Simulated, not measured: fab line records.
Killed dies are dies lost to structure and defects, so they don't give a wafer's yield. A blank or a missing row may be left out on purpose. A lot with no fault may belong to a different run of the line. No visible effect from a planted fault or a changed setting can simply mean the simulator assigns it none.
fab line records -- flow nand-harc
record lots=13, wafers=39, last-day=24
route steps=1159 shown A_STAIRCASE@557 A_M1@1046 A_BONDPAD@1061 END@1159
lots with no fault: from the same line, run without faults
start-h: hours from the record's first day to the start of the lot's first wafer shown -- wait-h: hours elapsed since this lot's preceding step -- " identical to the entry in the row above -- L1.1+2: one row covering several wafers at once -- - value missing, or start not given -- * or withheld: withheld -- < > ~ a bound
route shown NAME@n: names a module that has steps shown in the file, with the first one's number in the route -- usual: mean and standard deviation over wafers with no fault -- same: alike in all rows -- chamber/n: place in a boat -- sites: each site's reading -- _std_site: the values' standard deviation -- _edge_site: mean of outer sites minus mean of inner sites -- radius-mm: how far each site lies from the wafer's centre -- mask NAME#n: copy n -- behind: the last tool/chamber to shape the wafer -- hold: reason for holding the lot/hours on hold/outcome of the hold -- device: whichever transistor did not switch (one of n, p or np) -- end of line: the tests these same wafers got at the end of their route -- where a step has no rows: the recipe by itself -- killed: count of dies lost to structure and defects at first sort (not the wafer's yield) -- map: a wafer's dies, marking killed ones x, the rest . and places with no die _
set.NAME: the setting as run; set.NAME@STEP: as run at that earlier step -- model.NAME: the simulator's own value behind a step, which no gauge read
the route's steps for a sample of lots (tables are steps, rows are wafers)
services: when a tool's chamber went out of use (start-h, in hours from the record's first day, below 0 if earlier), for how many hours, and the reason
## steps
# step NHARC_A_STAIRCASE_TRIM_20
# recipe time-s=211.2, o2-flow-sccm=500, ar-flow-sccm=0, bias-w=0, chemistry=O2
# usual drypump-motor-current-A=5.9/0.37, oes-product-au=1.001/0.0095, rf-vpp-V=57.8/0.92, showerhead-plenum-p-Torr=3.56/0.16, throttle-valve-pct=17.036/0.0089
lot.wafer,tool,chamber,start-h,wait-h,drypump-motor-current-A,oes-product-au,rf-hours-counter-h,rf-vpp-V,showerhead-plenum-p-Torr,throttle-valve-pct
L669.4,rie-diel-02,3,232.84,0.2,6.4,1.002,28,57.1,3.57,17.013
L669.6,rie-diel-02,0,232.84,0.2,6.1,0.994,-,57.7,3.39,17.029
L669.5,rie-diel-02,1,232.84,0.2,5.4,0.999,-,58.4,3.43,17.030
L671.3,rie-diel-10,2,253.90,0.1,6.4,1.008,23,58.8,3.64,17.031
L671.6,rie-diel-10,1,253.90,0.1,5.7,1.003,-,58.1,3.79,17.036
L671.5,rie-diel-10,2,253.90,0.1,6.4,0.998,-,58.5,3.64,17.053
L670.1,rie-diel-06,3,259.59,0.2,6.0,1.006,4,59.6,3.69,17.034
L670.6,rie-diel-06,1,259.59,0.2,6.0,0.997,-,58.5,3.81,17.040
L670.5,rie-diel-06,2,259.59,0.2,5.5,1.005,-,57.6,3.60,17.043
L676.1,rie-diel-10,3,266.31,0.1,5.9,0.990,30,57.8,3.28,17.043
L676.2,rie-diel-10,0,266.31,0.1,6.2,0.990,24,59.6,3.71,17.036
L676.4,rie-diel-10,0,266.31,0.1,6.2,1.000,-,58.2,3.71,17.046
L675.3,rie-diel-10,2,272.63,0.1,6.4,1.011,25,59.0,3.64,17.036
L675.5,rie-diel-10,2,272.63,0.1,6.4,1.006,-,58.0,3.64,17.028
L675.6,rie-diel-10,3,272.63,0.1,6.0,1.007,-,56.9,3.28,17.029
L678.4,rie-diel-06,3,299.81,0.1,6.0,1.014,18,57.9,3.68,17.034
L678.6,rie-diel-06,0,299.81,0.1,6.5,0.977,-,58.1,3.48,17.032
L678.5,rie-diel-06,1,299.81,0.1,6.0,1.003,-,57.3,3.80,17.031
L683.3,rie-diel-02,0,323.63,0.2,6.1,0.980,64,57.7,3.37,17.030
L683.1,rie-diel-02,2,323.63,0.2,5.2,1.002,60,56.4,3.47,17.044
L683.6,rie-diel-02,0,323.63,0.2,6.1,0.998,-,57.4,3.37,17.044
L686.4,rie-diel-06,3,332.69,0.1,6.0,1.020,32,58.7,3.67,17.033
L686.3,rie-diel-06,0,332.69,0.1,6.5,0.984,32,58.0,3.47,17.041
L686.1,rie-diel-06,1,332.69,0.1,6.0,1.004,32,59.0,3.79,17.044
L687.2,rie-diel-02,3,338.88,0.1,6.4,1.004,0,56.7,3.55,17.008
L687.1,rie-diel-02,2,338.88,0.1,5.2,1.003,0,58.6,3.47,17.028
L687.5,rie-diel-02,0,338.88,0.1,6.1,1.000,-,56.1,3.37,17.046
L688.4,rie-diel-06,3,346.36,0.1,6.0,1.005,37,56.4,3.67,17.030
L688.1,rie-diel-06,0,346.36,0.1,6.5,0.995,37,56.0,3.47,17.038
L688.3,rie-diel-06,1,346.36,0.1,6.0,1.007,37,58.7,3.79,17.045
L689.2,rie-diel-06,2,359.04,0.1,5.5,1.009,37,57.2,3.58,17.040
L689.4,rie-diel-06,3,359.04,0.1,6.0,1.005,41,58.4,3.67,17.052
L689.1,rie-diel-06,0,359.04,0.1,6.5,0.989,41,55.9,3.46,17.036
L691.1,rie-diel-02,0,359.11,0.1,6.1,0.993,8,57.5,3.36,17.031
L691.2,rie-diel-02,1,359.11,0.1,5.4,0.990,8,58.2,3.41,17.042
L691.6,rie-diel-02,1,359.11,0.1,5.4,0.995,-,57.9,3.41,17.039
L692.1,rie-diel-02,0,382.66,0.1,6.1,0.991,17,57.6,3.36,17.029
L692.4,rie-diel-02,2,382.66,0.1,5.2,1.007,14,56.6,3.46,17.036
L692.2,rie-diel-02,3,382.66,0.1,6.3,1.005,16,57.7,3.54,17.033
# step NHARC_A_M1_DEGAS_29
# recipe temp-c=250, time-s=60
# usual heater-power-w=328/37
lot.wafer,tool,chamber,start-h,wait-h,heater-power-w
L669.4,pvd-sputter-03,-,421.46,-,289
L669.6,pvd-sputter-03,-,421.46,-,309
L669.5,pvd-sputter-03,-,421.46,-,293
L671.3,pvd-sputter-03,-,433.41,-,295
L671.5,pvd-sputter-03,-,433.41,-,297
L671.6,pvd-sputter-03,-,433.41,-,381
L670.1,pvd-sputter-01,-,434.26,-,268
L670.6,pvd-sputter-01,-,434.26,-,303
L670.5,pvd-sputter-01,-,434.26,-,328
L676.2,pvd-sputter-01,-,450.44,-,317
L676.1,pvd-sputter-01,-,450.44,-,329
L676.4,pvd-sputter-01,-,450.44,-,267
L675.3,pvd-sputter-01,-,463.94,-,303
L675.5,pvd-sputter-01,-,463.94,-,304
L675.6,pvd-sputter-01,-,463.94,-,301
L678.4,pvd-sputter-02,-,474.93,-,353
L678.5,pvd-sputter-02,-,474.93,-,329
L678.6,pvd-sputter-02,-,474.93,-,404
L686.1,pvd-sputter-03,-,505.97,-,354
L686.3,pvd-sputter-03,-,505.97,-,343
L686.4,pvd-sputter-03,-,505.97,-,286
L683.1,pvd-sputter-02,-,510.98,-,338
L683.3,pvd-sputter-02,-,510.98,-,315
L683.6,pvd-sputter-02,-,510.98,-,340
L687.2,pvd-sputter-02,-,512.15,-,353
L687.1,pvd-sputter-02,-,512.15,-,398
L687.5,pvd-sputter-02,-,512.15,-,315
L688.3,pvd-sputter-02,-,516.34,-,312
L688.1,pvd-sputter-02,-,516.34,-,354
L688.4,pvd-sputter-02,-,516.34,-,341
L691.2,pvd-sputter-02,-,526.83,-,355
L691.1,pvd-sputter-02,-,526.83,-,330
L691.6,pvd-sputter-02,-,526.83,-,312
L689.2,pvd-sputter-02,-,532.43,-,359
L689.1,pvd-sputter-02,-,532.43,-,337
L689.4,pvd-sputter-02,-,532.43,-,310
L692.4,pvd-sputter-01,-,540.72,-,270
L692.1,pvd-sputter-01,-,540.72,-,266
L692.2,pvd-sputter-01,-,540.72,-,336
# step NHARC_A_M1_PVD_21
# recipe target-thk-a=300, chamber-pressure-pa=5, power-w=5000, substrate-temp-c=30, time-s=20.49, material=Cu
# usual throttle-valve-pct=29.9/0.96
lot.wafer,tool,chamber,start-h,wait-h,throttle-valve-pct
L669.4,pvd-sputter-03,-,-,-,28.0
L669.6,pvd-sputter-03,-,-,-,29.3
L669.5,pvd-sputter-03,-,-,-,28.2
L671.3,pvd-sputter-03,-,-,-,29.4
L671.5,pvd-sputter-03,-,-,-,29.2
L671.6,pvd-sputter-03,-,-,-,28.2
L670.1,pvd-sputter-01,-,-,-,30.7
L670.5,pvd-sputter-01,-,-,-,30.0
L670.6,pvd-sputter-01,-,-,-,29.7
L676.4,pvd-sputter-01,-,-,-,32.6
L676.1,pvd-sputter-01,-,-,-,30.0
L676.2,pvd-sputter-01,-,-,-,30.7
L675.3,pvd-sputter-01,-,-,-,30.2
L675.5,pvd-sputter-01,-,-,-,30.6
L675.6,pvd-sputter-01,-,-,-,32.4
L678.4,pvd-sputter-02,-,-,-,30.2
L678.6,pvd-sputter-02,-,-,-,30.8
L678.5,pvd-sputter-02,-,-,-,29.3
L686.3,pvd-sputter-03,-,-,-,30.9
L686.1,pvd-sputter-03,-,-,-,30.2
L686.4,pvd-sputter-03,-,-,-,29.3
L683.1,pvd-sputter-02,-,-,-,30.5
L683.3,pvd-sputter-02,-,-,-,29.3
L683.6,pvd-sputter-02,-,-,-,30.5
L687.2,pvd-sputter-02,-,-,-,30.4
L687.1,pvd-sputter-02,-,-,-,29.1
L687.5,pvd-sputter-02,-,-,-,29.3
L688.3,pvd-sputter-02,-,-,-,29.3
L688.4,pvd-sputter-02,-,-,-,29.7
L688.1,pvd-sputter-02,-,-,-,30.4
L691.2,pvd-sputter-02,-,-,-,29.5
L691.1,pvd-sputter-02,-,-,-,30.5
L691.6,pvd-sputter-02,-,-,-,29.6
L689.1,pvd-sputter-02,-,-,-,29.7
L689.2,pvd-sputter-02,-,-,-,30.6
L689.4,pvd-sputter-02,-,-,-,29.1
L692.2,pvd-sputter-01,-,-,-,32.4
L692.4,pvd-sputter-01,-,-,-,29.1
L692.1,pvd-sputter-01,-,-,-,28.0
# step NHARC_A_BONDPAD_THK_MEAS_30
# recipe thk-meas-gauge=ellipsometry
# usual thk-nm=200.2/1.7
lot.wafer,tool,chamber,start-h,wait-h,thk-nm
L669.4,film-metro-01,-,424.86,0.2,199.9
L669.5,film-metro-01,-,424.86,0.2,204.6
L669.6,film-metro-01,-,424.86,0.2,198.8
L671.3,film-metro-01,-,436.34,0.2,199.5
L671.5,film-metro-01,-,436.34,0.2,199.9
L671.6,film-metro-01,-,436.34,0.2,200.5
L670.1,film-metro-02,-,437.17,0.2,201.0
L670.5,film-metro-02,-,437.17,0.2,201.5
L670.6,film-metro-02,-,437.17,0.2,203.3
L676.1,film-metro-01,-,453.62,0.2,200.3
L676.2,film-metro-01,-,453.62,0.2,200.5
L676.4,film-metro-01,-,453.62,0.2,201.7
L675.3,film-metro-02,-,466.97,0.2,198.2
L675.5,film-metro-02,-,466.97,0.2,199.0
L675.6,film-metro-02,-,466.97,0.2,199.7
L678.4,film-metro-01,-,478.67,0.2,196.0
L678.5,film-metro-01,-,478.67,0.2,199.8
L678.6,film-metro-01,-,478.67,0.2,199.8
L686.1,film-metro-02,-,508.91,0.2,198.7
L686.3,film-metro-02,-,508.91,0.2,197.7
L686.4,film-metro-02,-,508.91,0.2,198.4
L683.1,film-metro-01,-,513.94,0.2,202.1
L683.3,film-metro-01,-,513.94,0.2,200.4
L683.6,film-metro-01,-,513.94,0.2,200.5
L687.1,film-metro-02,-,515.19,0.2,199.5
L687.2,film-metro-02,-,515.19,0.2,200.3
L687.5,film-metro-02,-,515.19,0.2,198.4
L688.1,film-metro-01,-,519.66,0.2,202.7
L688.3,film-metro-01,-,519.66,0.2,201.4
L688.4,film-metro-01,-,519.66,0.2,200.7
L691.1,film-metro-01,-,529.75,0.2,203.2
L691.2,film-metro-01,-,529.75,0.2,199.4
L691.6,film-metro-01,-,529.75,0.2,201.6
L689.1,film-metro-01,-,536.23,0.2,197.7
L689.2,film-metro-01,-,536.23,0.2,199.3
L689.4,film-metro-01,-,536.23,0.2,199.2
L692.1,film-metro-02,-,543.77,0.2,202.4
L692.2,film-metro-02,-,543.77,0.2,201.7
L692.4,film-metro-02,-,543.77,0.2,203.7
# step NHARC_END_SORT_01
# recipe temp-c=25
# usual killed-at-array=28/10, killed-at-other=0.5/0.82, killed-at-periphery=3.4/2.2, killed-dies=31/10, killed-open=3.4/1.9, killed-short=1.9/1.3
# same gross-dies=677
lot.wafer,tool,chamber,start-h,wait-h,killed-at-array,killed-at-other,killed-at-periphery,killed-dies,killed-open,killed-short
L676.1,prober-02,0,486.66,2.5,62,2,2,66,4,2
L676.2,prober-02,0,487.47,2.8,104,1,3,108,6,2
L676.4,prober-02,0,489.09,3.4,101,1,1,103,2,4
L675.3,prober-02,0,501.09,3.1,59,0,4,63,4,2
L675.5,prober-02,0,502.68,3.7,52,0,0,52,5,1
L675.6,prober-02,0,503.48,4.0,56,0,2,58,2,3
# killed by level:class
L676.1 A_STAIRCASE:unspecified=42 A_CHANNEL_HOLE_D1:chamber-film-flake=11 A_CHANNEL_FILL_D1:chamber-film-flake=2 THIN_TSV:chamber-film-flake=2 P_M0:geometric-particle:open=1 P_M1:geometric-particle:open=1 A_ONON_D1:geometric-particle:open=1 A_CHANNEL_FILL_D1:geometric-particle:short=1
L676.2 A_STAIRCASE:unspecified=78 A_CHANNEL_HOLE_D1:chamber-film-flake=11 A_CONTACT:chamber-film-flake=5 A_CONTACT:geometric-particle:open=2 A_CHANNEL_FILL_D1:chamber-film-flake=2 P_GATE:geometric-particle:open=1 P_M0:geometric-particle:open=1 P_M1:geometric-particle:short=1
L676.4 A_STAIRCASE:unspecified=78 A_CHANNEL_HOLE_D1:chamber-film-flake=11 A_ONON_D1:geometric-particle:short=3 A_CHANNEL_FILL_D1:chamber-film-flake=3 A_CONTACT:chamber-film-flake=2 P_STI:geometric-particle:short=1 A_CHANNEL_HOLE_D1:geometric-particle:open=1 A_M0:geometric-particle:open=1
L675.3 A_STAIRCASE:unspecified=41 A_CONTACT:chamber-film-flake=4 A_M1:chamber-film-flake=4 A_CHANNEL_HOLE_D1:chamber-film-flake=3 A_M0:geometric-particle:open=2 P_STI:chamber-film-flake=2 A_STAIRCASE:chamber-film-flake=2 P_M0:geometric-particle:open=1
L675.5 A_STAIRCASE:unspecified=35 A_STAIRCASE:chamber-film-flake=4 A_CONTACT:chamber-film-flake=3 A_BLC:geometric-particle:open=2 A_M1:geometric-particle:open=2 A_CHANNEL_HOLE_D1:chamber-film-flake=2 A_M1:chamber-film-flake=2 A_CHANNEL_FILL_D1:geometric-particle:open=1
L675.6 A_STAIRCASE:unspecified=46 A_STAIRCASE:chamber-film-flake=3 A_CONTACT:chamber-film-flake=2 P_M1:geometric-particle:open=1 A_SOURCE_PLATE:geometric-particle:open=1 A_CHANNEL_FILL_D1:geometric-particle:short=1 A_WL_FILL:geometric-particle:short=1 A_CONTACT:geometric-particle:short=1
## services
tool,chamber,start-h,hours,kind
pvd-sputter-02,-,214.01,10.0,pm
rie-diel-10,0,232.39,22.6,repair
rie-diel-06,-,241.43,9.0,pm
pvd-sputter-03,-,280.02,10.0,pm
rie-diel-10,-,310.41,0.8,repair
rie-diel-02,-,329.09,9.0,pm
pvd-sputter-01,-,336.10,10.0,pm
pvd-sputter-03,-,349.88,2.6,repair
rie-diel-10,-,353.53,9.0,pm
pvd-sputter-02,-,366.57,6.8,repair
rie-diel-10,3,367.24,13.3,repair
pvd-sputter-03,-,383.62,2.0,repair
rie-diel-10,1,386.81,5.0,repair
rie-diel-06,-,390.24,1.4,repair
pvd-sputter-02,-,392.01,10.0,pm
rie-diel-06,-,418.43,9.0,pm
rie-diel-02,3,427.16,5.2,repair
rie-diel-10,0,438.69,3.4,repair
pvd-sputter-03,-,458.02,10.0,pm
pvd-sputter-01,-,461.95,0.5,repair
rie-diel-06,2,464.28,9.1,repair
pvd-sputter-02,-,467.32,1.1,repair
pvd-sputter-01,-,498.21,26.7,repair
rie-diel-02,-,506.09,9.0,pm
## key
first-sign step=NHARC_END_SORT_01, reading=killed-at-array, direction=up, sigmas=4.4, usual=28, struck=72
effect step=NHARC_END_SORT_01, reading=killed-dies, direction=up, sigmas=4.2, usual=31, struck=75
more-kills-born-at NHARC_A_STAIRCASE_TRIM_20@rie-diel-10=318
met-at NHARC_A_STAIRCASE_TRIM_20
struck-lots L675,L676
tester-left-out L675,L676
not-acting-at NHARC_A_M1_DEGAS_29,NHARC_A_M1_PVD_21,NHARC_A_BONDPAD_THK_MEAS_30
onset-between 253.90 266.31
fault kind=chamber-particle-source, tool=rie-diel-10, chamber=-, onset-h=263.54, steps=NHARC_A_STAIRCASE_TRIM_20, rate-per-visit-cm2=1.5725, end-h=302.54
# tester-left-out: of these lots the tester's yield and bins aren't shown, on N5 and GAA mostly nor the transistor test; their killed dies are dies lost to structure and defects alone, not to doping, threshold or leakage, so they don't give the yield
